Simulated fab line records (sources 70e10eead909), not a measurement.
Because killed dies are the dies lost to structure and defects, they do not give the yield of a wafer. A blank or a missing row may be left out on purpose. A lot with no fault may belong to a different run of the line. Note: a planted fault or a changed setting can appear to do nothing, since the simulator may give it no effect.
fab line records	flow nand_harc
record: lots: 14	wafers: 42	last_day: 25
route steps=1159 shown P_CONTACT@233 END@1159
lots that met no fault: from a run of the same line without faults
start_h: hours from the record's first day to the start of the lot's first wafer shown	wait_h: how many hours have passed since the lot's step before this one	" identical to the entry in the row above	L1.1+2: one row covering several wafers at once	- value missing, or start not given	* or withheld: withheld	< > ~ a bound
route shown NAME@n: names a module that has steps shown in the file, with the first one's number in the route	usual: the fault-free wafers' mean and standard deviation	same: alike in all rows	chamber/n: place in a boat	sites: the reading at each site	_std_site: how widely they spread, as a standard deviation	_edge_site: inner sites' mean taken away from outer sites' mean	radius_mm: how far each site lies from the wafer's centre	mask NAME#n: copy n	behind: the most recent tool/chamber to have shaped the wafer	hold: why the lot went on hold/how many hours it stayed there/how the hold came to an end	device: whichever transistor did not switch (one of n, p or np)	end of line: at the end of the route, the tests of the same wafers	a step without rows: its recipe alone	killed: dies lost to structure and defects at the first sort, not the wafer's yield	map: the dies of a wafer, with x for killed, . for not killed, _ for no die there
set.NAME: setting as actually run; set.NAME@STEP: the setting as run at that earlier step	model.NAME: the simulator's own value behind a step, which no gauge read
the route's steps for a sample of lots (tables are steps, rows are wafers)
services: when a tool's chamber went out of use (start_h, in hours from the record's first day, below 0 if earlier), for how many hours, and the reason
== steps ==
step: NHARC_P_CONTACT_OVL_MEAS_13
usual: overlay_x_nm: 0.0/1	overlay_y_nm: 0.2/0.99
lot.wafer	tool	chamber	start_h	wait_h	overlay_x_nm	overlay_y_nm
L924.1	overlay-01	-	116.45	-	1.0	0.4
L924.4	"	-	"	"	-0.1	-0.4
L924.5	"	-	"	"	-0.1	0.0
L927.1	overlay-02	-	129.85	-	0.3	0.0
L927.5	"	-	"	"	0.5	0.3
L927.6	"	-	"	"	0.8	0.7
L926.1	overlay-01	-	130.52	-	-0.6	1.5
L926.2	"	-	"	"	-0.4	1.3
L926.3	"	-	"	"	-0.4	1.8
L928.1	overlay-01	-	143.54	-	1.1	0.7
L928.2	"	-	"	"	0.9	0.3
L928.3	"	-	"	"	1.7	0.8
L929.3	overlay-02	-	146.31	-	-0.1	0.4
L929.4	"	-	"	"	0.3	0.7
L929.6	"	-	"	"	0.3	0.3
L931.1	overlay-02	-	157.15	-	-1.1	0.9
L931.4	"	-	"	"	-0.7	0.8
L931.6	"	-	"	"	-0.4	0.4
L930.2	overlay-01	-	157.31	-	-1.6	-2.3
L930.5	"	-	"	"	-1.6	-2.4
L930.6	"	-	"	"	-1.6	-2.1
L933.2	overlay-02	-	174.51	-	1.6	-0.9
L933.3	"	-	"	"	1.5	-0.9
L933.4	"	-	"	"	1.0	-0.6
L935.3	overlay-02	-	186.43	-	0.8	0.5
L935.4	"	-	"	"	0.8	0.4
L935.5	"	-	"	"	0.7	0.1
L943.1	overlay-02	-	221.58	-	-1.2	-0.4
L943.4	"	-	"	"	-1.1	0.2
L943.6	"	-	"	"	-1.5	0.1
L942.2	overlay-02	-	221.94	-	0.6	-1.3
L942.3	"	-	"	"	0.9	-1.0
L942.6	"	-	"	"	0.3	-1.4
L944.3	overlay-02	-	237.60	-	-1.2	-1.7
L944.5	"	-	"	"	-1.4	-0.9
L944.6	"	-	"	"	-1.2	-1.1
L945.1	overlay-01	-	238.45	-	2.0	1.0
L945.2	"	-	"	"	1.5	1.3
L945.4	"	-	"	"	2.4	1.8
L946.2	overlay-01	-	253.02	-	0.2	0.8
L946.3	"	-	"	"	0.1	0.8
L946.4	"	-	"	"	0.6	0.9
step: NHARC_P_CONTACT_ETCH_18
recipe: target_depth_a: 4810	time_s: 240.5	c4f8_flow_sccm: 20	o2_flow_sccm: 10	ar_flow_sccm: withheld	rf_w: 600	bias_w: 1500	chemistry: C4F8/O2/Ar
usual: oes_product_au: 0.968/0.015	rf_vpp_V: 983/6
lot.wafer	tool	chamber	start_h	wait_h	oes_product_au	rf_hours_counter_h	rf_vpp_V
L924.1	rie_diel-08	3	-	-	0.973	17	980
L924.5	"	1	"	"	0.970	-	989
L924.4	"	3	"	"	0.973	-	979
L927.1	rie_diel-11	1	-	-	0.972	12	974
L927.5	"	1	"	"	0.974	-	970
L927.6	"	2	"	"	0.981	-	987
L926.2	rie_diel-11	0	-	-	0.966	14	984
L926.3	"	1	"	"	0.963	13	973
L926.1	"	2	"	"	0.951	12	987
L928.3	rie_diel-11	3	-	-	0.935	14	988
L928.2	"	0	"	"	0.935	15	982
L928.1	"	2	"	"	0.922	13	990
L929.4	rie_diel-08	1	-	-	0.967	2	987
L929.3	"	3	"	"	0.965	1	978
L929.6	"	0	"	"	0.983	-	988
L931.1	rie_diel-08	3	-	-	0.969	2	980
L931.4	"	2	"	"	0.988	2	974
L931.6	"	3	"	"	0.977	-	979
L930.2	rie_diel-11	2	-	-	0.976	14	987
L930.6	"	3	"	"	0.981	-	989
L930.5	"	0	"	"	0.979	-	983
L933.2	rie_diel-08	0	-	-	0.981	4	988
L933.4	"	1	"	"	0.990	4	989
L933.3	"	3	"	"	0.964	4	977
L935.3	rie_diel-11	2	-	-	0.963	17	987
L935.4	"	1	"	"	0.968	-	973
L935.5	"	0	"	"	0.982	-	983
L943.1	rie_diel-08	1	-	-	0.973	9	988
L943.4	"	0	"	"	0.961	9	987
L943.6	"	2	"	"	0.994	-	976
L942.2	rie_diel-08	0	-	-	0.971	9	987
L942.3	"	3	"	"	0.971	9	978
L942.6	"	1	"	"	0.954	-	988
L944.3	rie_diel-11	2	-	-	0.971	4	989
L944.6	"	3	"	"	0.987	-	987
L944.5	"	0	"	"	0.949	-	983
L945.4	rie_diel-11	1	-	-	0.962	5	972
L945.1	"	3	"	"	1.008	4	989
L945.2	"	0	"	"	0.962	3	984
L946.3	rie_diel-11	3	-	-	0.990	6	987
L946.4	"	0	"	"	0.958	4	984
L946.2	"	1	"	"	0.953	7	972
step: NHARC_P_CONTACT_PVD_32
recipe: target_thk_a: 50	chamber_pressure_pa: 5	power_w: 5000	substrate_temp_c: 200	time_s: 17.7	material: Ti
usual: throttle_valve_pct: 30.3/0.46
lot.wafer	tool	chamber	start_h	wait_h	throttle_valve_pct
L924.4	pvd_sputter-03	-	118.51	-	29.5
L924.1	"	-	"	"	30.0
L924.5	"	-	"	"	29.7
L927.1	pvd_sputter-01	-	131.81	-	30.1
L927.6	"	-	"	"	30.4
L927.5	"	-	"	"	31.1
L926.1	pvd_sputter-02	-	132.35	-	29.7
L926.3	"	-	"	"	29.4
L926.2	"	-	"	"	30.1
L928.1	pvd_sputter-01	-	145.81	-	30.4
L928.3	"	-	"	"	31.1
L928.2	"	-	"	"	30.5
L929.4	pvd_sputter-01	-	148.13	-	30.5
L929.3	"	-	"	"	30.4
L929.6	"	-	"	"	30.6
L930.2	pvd_sputter-03	-	159.17	-	30.3
L930.6	"	-	"	"	30.6
L930.5	"	-	"	"	29.9
L931.1	pvd_sputter-02	-	159.45	-	29.8
L931.4	"	-	"	"	30.3
L931.6	"	-	"	"	30.1
L933.3	pvd_sputter-02	-	176.31	-	30.2
L933.4	"	-	"	"	29.8
L933.2	"	-	"	"	29.1
L933.3	pvd_sputter-02	-	176.57	-	30.1
L933.4	"	-	"	"	29.9
L933.2	"	-	"	"	29.2
L935.3	pvd_sputter-01	-	188.40	-	30.5
L935.4	"	-	"	"	30.4
L935.5	"	-	"	"	31.3
L935.3	pvd_sputter-01	-	188.65	-	30.2
L935.4	"	-	"	"	30.3
L935.5	"	-	"	"	31.0
L943.4	pvd_sputter-01	-	223.51	-	30.5
L943.1	"	-	"	"	30.1
L943.6	"	-	"	"	30.7
L942.2	pvd_sputter-03	-	223.86	-	30.1
L942.3	"	-	"	"	29.9
L942.6	"	-	"	"	30.2
L944.3	pvd_sputter-02	-	239.44	-	29.3
L944.6	"	-	"	"	30.4
L944.5	"	-	"	"	30.6
L945.2	pvd_sputter-01	-	240.26	-	29.7
L945.1	"	-	"	"	31.2
L945.4	"	-	"	"	30.6
L946.3	pvd_sputter-03	-	254.84	-	30.5
L946.4	"	-	"	"	30.0
L946.2	"	-	"	"	29.6
step: NHARC_P_CONTACT_CVD_23
recipe: target_thk_a: 2000	temp_c: 300	pressure_torr: 40	wf6_flow_sccm: 40	h2_flow_sccm: 1600	ar_flow_sccm: 1560	time_s: 557	material: W
usual: heater_power_outer_w: 287/37	heater_power_w: 510/46	throttle_valve_pct: 8.1/0.33
lot.wafer	tool	chamber	start_h	wait_h	heater_power_outer_w	heater_power_w	throttle_valve_pct
L924.1	cvd_w-02	1	-	-	280	492	8.1
L924.4	"	1	"	"	277	498	8.2
L924.5	"	1	"	"	277	485	8.2
L927.1	cvd_w-02	1	-	-	276	487	8.3
L927.6	"	1	"	"	287	487	8.2
L927.5	"	0	"	"	329	560	7.8
L926.1	cvd_w-02	0	-	-	336	557	7.8
L926.2	"	1	"	"	276	480	8.0
L926.3	"	0	"	"	335	567	7.8
L928.1	cvd_w-02	0	-	-	327	559	7.7
L928.2	"	1	"	"	282	480	8.1
L928.3	"	0	"	"	328	569	8.1
L929.3	cvd_w-02	0	-	-	330	567	7.8
L929.4	"	1	"	"	284	486	8.4
L929.6	"	1	"	"	279	493	8.6
L930.2	cvd_w-02	0	-	-	333	562	7.6
L930.6	"	0	"	"	332	546	7.7
L930.5	"	1	"	"	280	479	8.6
L931.1	cvd_w-02	1	-	-	280	480	8.4
L931.4	"	0	"	"	335	540	7.7
L931.6	"	0	"	"	337	553	7.8
L933.2	cvd_w-02	0	-	-	331	563	7.8
L933.3	"	1	"	"	280	496	8.2
L933.4	"	0	"	"	333	579	7.8
L935.4	cvd_w-01	0	-	-	238	447	8.6
L935.3	"	1	"	"	259	512	8.1
L935.5	"	1	"	"	263	499	7.9
L943.1	cvd_w-02	0	-	-	359	601	7.6
L943.4	"	1	"	"	274	455	8.2
L943.6	"	1	"	"	270	462	8.4
L942.2	cvd_w-01	0	-	-	235	453	8.7
L942.3	"	0	"	"	236	458	8.3
L942.6	"	0	"	"	237	460	8.6
L944.3	cvd_w-02	1	-	-	272	471	8.4
L944.6	"	0	"	"	355	608	8.0
L944.5	"	1	"	"	276	468	8.5
L945.1	cvd_w-02	0	-	-	354	598	7.7
L945.2	"	1	"	"	268	477	8.3
L945.4	"	1	"	"	272	480	8.2
L946.2	cvd_w-02	0	-	-	352	624	7.7
L946.4	"	1	"	"	281	479	8.3
L946.3	"	0	"	"	359	603	7.9
step: NHARC_END_SORT_01
recipe: temp_c: 25
usual: killed_at_array: 25/9.2	killed_at_other: 0.8/1.2	killed_at_periphery: 3.9/2.6	killed_dies: 30/9.7	killed_open: 3.4/1.9	killed_short: 2.0/1.4
same: gross_dies: 677
lot.wafer	tool	chamber	start_h	wait_h	killed_at_array	killed_at_other	killed_at_periphery	killed_dies	killed_open	killed_short
L924.1	prober-02	0	451.39	2.5	14	0	4	18	1	0
L924.4	prober-02	0	453.81	3.4	19	0	3	22	2	3
L924.5	prober-02	0	454.61	3.7	11	0	3	14	1	0
L926.1	prober-02	0	466.98	2.5	10	0	4	14	3	3
L926.2	prober-02	0	467.77	2.8	10	0	7	17	2	3
L926.3	prober-02	0	468.56	3.1	9	1	4	14	1	2
L928.1	prober-01	0	467.02	2.5	20	0	1	21	3	3
L928.2	prober-01	0	467.82	2.8	12	0	5	17	4	2
L928.3	prober-01	0	468.61	3.1	24	0	2	26	3	1
L929.3	prober-01	0	492.66	3.1	13	0	10	23	3	0
L929.4	prober-01	0	493.45	3.4	15	0	10	25	4	0
L929.6	prober-01	0	495.04	4.0	8	0	9	17	1	1
L935.3	prober-01	0	537.27	3.1	24	0	4	28	5	2
L935.5	prober-01	0	538.88	3.7	21	1	7	29	3	3
L943.6	prober-02	0	555.68	4.0	33	0	6	39	4	2
L942.2	prober-01	0	552.55	2.8	10	2	1	13	3	3
L942.3	prober-01	0	553.36	3.1	14	0	3	17	8	2
L942.6	prober-01	0	555.78	4.0	15	1	0	16	1	3
L944.3	prober-02	0	561.08	3.1	32	4	3	39	6	1
L944.5	prober-02	0	562.69	3.7	33	2	0	35	5	2
L944.6	prober-02	0	563.49	4.0	28	1	2	31	0	2
killed by level:class
L924.1 P_STI:chamber_film_flake=4 A_CHANNEL_HOLE_D1:chamber_film_flake=4 A_STAIRCASE:chamber_film_flake=3 A_SLIT:chamber_film_flake=3 A_M0:geometric_particle:open=1 A_ZERO_WELL:chamber_film_flake=1 A_WL_FILL:chamber_film_flake=1 A_CONTACT:chamber_film_flake=1
L924.4 A_SLIT:chamber_film_flake=6 A_STAIRCASE:chamber_film_flake=3 A_CONTACT:chamber_film_flake=3 P_GATE:chamber_film_flake=2 A_WL_FILL:chamber_film_flake=2 P_M1:geometric_particle:open=1 A_CHANNEL_HOLE_D1:geometric_particle:short=1 A_CONTACT:geometric_particle:short=1
L924.5 A_SLIT:chamber_film_flake=4 A_STAIRCASE:chamber_film_flake=2 A_CONTACT:chamber_film_flake=2 A_ONON_D1:geometric_particle:open=1 P_STI:chamber_film_flake=1 P_GATE:chamber_film_flake=1 P_BONDPAD:chamber_film_flake=1 A_CHANNEL_HOLE_D1:chamber_film_flake=1
L926.1 A_STAIRCASE:chamber_film_flake=3 P_M0:geometric_particle:open=2 A_M1:chamber_film_flake=2 P_CONTACT:geometric_particle:short=1 A_CHANNEL_FILL_D1:geometric_particle:short=1 A_BLC:geometric_particle:short=1 A_BLC:geometric_particle:open=1 P_GATE:chamber_film_flake=1
L928.1 A_SLIT:chamber_film_flake=6 A_STAIRCASE:chamber_film_flake=3 A_CONTACT:chamber_film_flake=3 A_WL_FILL:geometric_particle:short=2 P_GATE:geometric_particle:open=1 A_ONON_D1:geometric_particle:open=1 A_SGD_CUT:geometric_particle:open=1 A_M0:geometric_particle:short=1
L926.2 A_CHANNEL_HOLE_D1:chamber_film_flake=4 P_CONTACT:geometric_particle:short=2 P_GATE:chamber_film_flake=2 A_STAIRCASE:chamber_film_flake=2 A_M1:chamber_film_flake=2 P_M0:geometric_particle:open=1 P_M1:geometric_particle:short=1 A_BLC:geometric_particle:open=1
L928.2 P_STI:chamber_film_flake=3 A_SLIT:chamber_film_flake=3 A_STAIRCASE:chamber_film_flake=2 P_GATE:geometric_particle:open=1 P_M0:geometric_particle:open=1 A_SOURCE_PLATE:geometric_particle:open=1 A_ONON_D1:geometric_particle:short=1 A_WL_FILL:geometric_particle:short=1
L926.3 A_STAIRCASE:chamber_film_flake=5 P_GATE:chamber_film_flake=2 P_M0:geometric_particle:short=1 A_BLC:geometric_particle:open=1 P_M2:chamber_film_flake=1 STARTING-WAFER:geometric_particle:short=1 A_CHANNEL_HOLE_D1:chamber_film_flake=1 A_CHANNEL_FILL_D1:chamber_film_flake=1
L928.3 A_SLIT:chamber_film_flake=12 A_STAIRCASE:chamber_film_flake=7 P_M0:geometric_particle:open=1 A_ONON_D1:geometric_particle:open=1 A_CHANNEL_FILL_D1:geometric_particle:open=1 A_WL_FILL:geometric_particle:short=1 P_STI:chamber_film_flake=1 A_CHANNEL_HOLE_D1:chamber_film_flake=1
L929.3 P_ZERO_WELL:chamber_film_flake=5 A_STAIRCASE:chamber_film_flake=5 A_CHANNEL_HOLE_D1:chamber_film_flake=3 P_STI:chamber_film_flake=2 A_CONTACT:chamber_film_flake=2 P_GATE:geometric_particle:open=1 P_M0:geometric_particle:open=1 A_CONTACT:geometric_particle:open=1
L929.4 P_ZERO_WELL:chamber_film_flake=7 A_CHANNEL_HOLE_D1:chamber_film_flake=4 P_STI:chamber_film_flake=3 A_SLIT:chamber_film_flake=3 A_WL_FILL:geometric_particle:open=2 A_STAIRCASE:chamber_film_flake=2 A_CHANNEL_FILL_D1:geometric_particle:open=1 A_CONTACT:geometric_particle:open=1
L929.6 P_ZERO_WELL:chamber_film_flake=5 P_STI:chamber_film_flake=4 A_CHANNEL_HOLE_D1:chamber_film_flake=2 A_STAIRCASE:chamber_film_flake=2 A_CONTACT:chamber_film_flake=2 A_CONTACT:geometric_particle:short=1 A_CONTACT:geometric_particle:open=1
L935.3 A_SLIT:chamber_film_flake=14 A_CONTACT:geometric_particle:open=3 A_CONTACT:chamber_film_flake=3 P_M0:geometric_particle:open=2 A_CHANNEL_HOLE_D1:chamber_film_flake=2 P_CONTACT:geometric_particle:short=1 A_M1:geometric_particle:short=1 P_GATE:chamber_film_flake=1
L935.5 A_CONTACT:chamber_film_flake=7 A_CHANNEL_HOLE_D1:chamber_film_flake=5 A_SLIT:chamber_film_flake=5 P_ZERO_WELL:chamber_film_flake=2 P_GATE:chamber_film_flake=2 A_STAIRCASE:chamber_film_flake=2 P_GATE:geometric_particle:open=1 P_CONTACT:geometric_particle:open=1
L942.2 A_CHANNEL_HOLE_D1:chamber_film_flake=3 A_CONTACT:geometric_particle:open=2 A_CONTACT:chamber_film_flake=2 THIN_TSV:chamber_film_flake=2 P_M0:geometric_particle:open=1 A_SOURCE_PLATE:geometric_particle:short=1 A_ONON_D1:geometric_particle:short=1 A_BONDPAD:geometric_particle:short=1
L942.3 A_CHANNEL_HOLE_D1:chamber_film_flake=6 A_M0:geometric_particle:open=2 P_GATE:geometric_particle:short=1 P_GATE:geometric_particle:open=1 P_M1:geometric_particle:open=1 A_ONON_D1:geometric_particle:open=1 A_CHANNEL_HOLE_D1:geometric_particle:short=1 A_CONTACT:geometric_particle:open=1
L943.6 A_CHANNEL_HOLE_D1:chamber_film_flake=15 A_SLIT:chamber_film_flake=10 A_CONTACT:geometric_particle:open=2 P_ZERO_WELL:chamber_film_flake=2 P_M0:chamber_film_flake=2 A_CONTACT:chamber_film_flake=2 P_CONTACT:geometric_particle:open=1 P_M0:geometric_particle:open=1
L942.6 A_CHANNEL_HOLE_D1:chamber_film_flake=7 A_WL_FILL:chamber_film_flake=2 A_CONTACT:chamber_film_flake=2 A_CHANNEL_FILL_D1:geometric_particle:short=1 A_WL_FILL:geometric_particle:short=1 A_CONTACT:geometric_particle:open=1 A_CONTACT:geometric_particle:short=1 THIN_TSV:chamber_film_flake=1
L944.3 A_CHANNEL_HOLE_D1:chamber_film_flake=19 THIN_TSV:chamber_film_flake=4 A_M0:geometric_particle:open=3 A_SLIT:chamber_film_flake=3 A_CONTACT:chamber_film_flake=3 P_M2:chamber_film_flake=2 P_CONTACT:geometric_particle:open=1 A_SGD_CUT:geometric_particle:short=1
L944.5 A_CHANNEL_HOLE_D1:chamber_film_flake=16 A_CONTACT:chamber_film_flake=5 A_SLIT:chamber_film_flake=4 A_CONTACT:geometric_particle:open=2 A_M0:geometric_particle:open=2 THIN_TSV:chamber_film_flake=2 A_ONON_D1:geometric_particle:open=1 A_ONON_D1:geometric_particle:short=1
L944.6 A_CHANNEL_HOLE_D1:chamber_film_flake=16 A_CONTACT:chamber_film_flake=6 A_SLIT:chamber_film_flake=4 P_M0:geometric_particle:short=1 A_CHANNEL_FILL_D1:geometric_particle:short=1 P_M2:chamber_film_flake=1 A_ZERO_WELL:chamber_film_flake=1 THIN_TSV:chamber_film_flake=1
== services ==
tool	chamber	start_h	hours	kind
rie_diel-11	0	95.15	-	clean
rie_diel-11	1	95.15	-	clean
rie_diel-11	2	95.15	-	clean
rie_diel-11	3	95.15	-	clean
cvd_w-01	-	100.48	1.0	repair
rie_diel-08	1	100.57	4.1	repair
pvd_sputter-03	-	102.05	10.0	pm
cvd_w-01	-	114.97	13.0	pm
rie_diel-08	-	124.97	9.0	pm
rie_diel-11	-	138.87	0.2	repair
cvd_w-01	0	142.12	24.5	repair
cvd_w-01	-	150.88	0.6	repair
rie_diel-08	3	153.53	1.5	repair
pvd_sputter-01	-	158.00	10.0	pm
rie_diel-11	-	189.50	9.0	pm
cvd_w-02	-	195.29	13.0	pm
cvd_w-02	0	195.29	13.0	vent_cycle
cvd_w-02	1	195.29	13.0	vent_cycle
rie_diel-11	0	205.27	10.7	repair
cvd_w-02	0	208.29	-	clean
cvd_w-02	1	208.29	-	clean
pvd_sputter-02	-	214.04	10.0	pm
cvd_w-01	-	214.16	3.9	repair
pvd_sputter-01	-	247.25	2.6	repair
== key ==
first_sign: step: NHARC_P_CONTACT_PVD_32	reading: visit	direction: added
effect none on later readings
met_at NHARC_P_CONTACT_PVD_32
struck_lots L933,L935
rows_end L935.4
tester_left_out L933,L935
not_acting_at NHARC_P_CONTACT_OVL_MEAS_13,NHARC_P_CONTACT_ETCH_18,NHARC_P_CONTACT_CVD_23
fault: kind: repeated_step_whole	tool: pvd_sputter-01,pvd_sputter-02,pvd_sputter-03	chamber: -	onset_h: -	steps: NHARC_P_CONTACT_PVD_32	times: 1	scope: struck_lots_only
tester_left_out: of these lots the tester's yield and bins aren't shown, on N5 and GAA mostly nor the transistor test; their killed dies are dies lost to structure and defects alone, not to doping, threshold or leakage, so they don't give the yield
rows_end: these wafers met a further fault down the route, and their rows from its step on are left out
